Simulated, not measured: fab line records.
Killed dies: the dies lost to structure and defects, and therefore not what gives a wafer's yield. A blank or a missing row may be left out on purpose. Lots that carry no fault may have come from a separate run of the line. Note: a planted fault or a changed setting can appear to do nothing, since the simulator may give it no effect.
Struck lot and sound lot, side by side / flow n5 finfet / 14 steps out of a route of 1938
Sound: the wafers L817.1, L817.3, L817.6. Struck: wafers L819.1, L819.3, L819.5. Last of all comes the cause.
Order at every step that has rows: each side's tool, ch and its chambers, its first start. Under that, the readings that differ: sound wafers / struck wafers / difference of the means / sigmas: that difference in standard deviations of wafers without a fault.
alike: a reading whose means differ by less than 2 such deviations, as well as words and numbers matching on both sides. not compared: withheld readings; readings where some wafer has no value; bounds like >300 that might hide an equal value; numbers whose values overlap and for which the record gives no deviation.
A row with sigmas, a row that says differs or no value, or rows on one side alone: a step with any of these is where the two part. Non-overlapping numbers with no deviation appear without sigmas and do not part them. Lack of a reading on every wafer of one side parts them only where that side has two or more wafers.

N5_BEOL_M9_STRIP_80: strips in N2/H2, time 10 s.
  sound: rie diel-05 ch 2,3; struck: rie diel-01 ch 0,2
  alike: drypump motor current A, oes product au, rf vpp V, showerhead plenum p Torr, throttle valve pct
  not compared: rf hours counter h
N5_BEOL_M9_OCD_MEAS_38:
  struck on ocd-02, day 18 17:28; sound on ocd-02, day 17 06:33
  alike: trench depth nm
then, 4 steps without rows for these wafers: N5_BEOL_M9_HM_STRIP_39 (strips TiN in peroxide tin strip, target depth 25 nm, time 158 s); N5_BEOL_M9_SRD_40 (time 30 s); N5_BEOL_M9_PRECLEAN_42 (cleans in residue remover, time 60 s); N5_BEOL_M9_SRD_43 (time 30 s).
N5_BEOL_M9_CD_MEAS_35: target cd 70 nm, target cd y 40 nm.
  struck on cd sem-03, day 18 17:37; sound on cd sem-03, day 17 06:42
  alike: cd nm
N5_BEOL_M9_CURE_72: cures SiCOH lowk, time 120 s.
  sound on uv cure-02 ch 0, day 17 06:44; struck on uv cure-02 ch 1, day 18 17:40
  alike: lamp power pct, wafer_temp_C_max
then, 1 step without rows for these wafers: N5_BEOL_M9_DEGAS_44 (time 60 s).
N5_BEOL_M9_PRE_CLEAN_45: time 30 s.
  struck on pvd sputter-02, day 18 18:07; sound on pvd sputter-03, day 17 07:26
  alike: heater power w
N5_BEOL_M9_ALD_74: deposits TaN, target thk 2 nm, pulse time 2 s, purge time 3 s.
  sound on ald metal-04 ch 0,1,2, day 17 07:31; struck on ald metal-04 ch 0,3, day 18 18:19
  alike: heater power w, precursor vessel carrier sccm, precursor vessel pressure torr
next, for these wafers, 1 step has no rows: N5_BEOL_M9_SURFACE_TREAT_79.
N5_BEOL_M9_CVD_78: deposits Co from CCTBA/H2, target thk 2 nm, time 138.9 s.
  sound on cvd co-02 ch 1,2, day 17 07:59; struck on cvd co-02 ch 0,1, day 18 18:53
reading=run length s (s); sound=162.1 162.0 161.9; struck=118.2 119.8 119.1; difference=-43.0; sigmas=-72
N5_BEOL_M9_SPUTTER_48: material Cu, target thk 12 nm, time 2 s.
  struck on pvd sputter-02, day 18 19:04; sound on pvd sputter-01, day 17 08:14
reading=throttle valve pct (%); sound=27.2 28.6 27.4; struck=31.0 30.0 31.2; difference=+3.0; sigmas=+3
  alike: chamber pressure pa

== WHERE THEY PART ==
At N5_BEOL_M9_CVD_78 first; at N5_BEOL_M9_SPUTTER_48 last (within this record only).

WHY: whatever the simulator had introduced
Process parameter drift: cvd co-02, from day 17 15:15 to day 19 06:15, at N5_BEOL_M9_CVD_78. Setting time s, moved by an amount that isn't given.
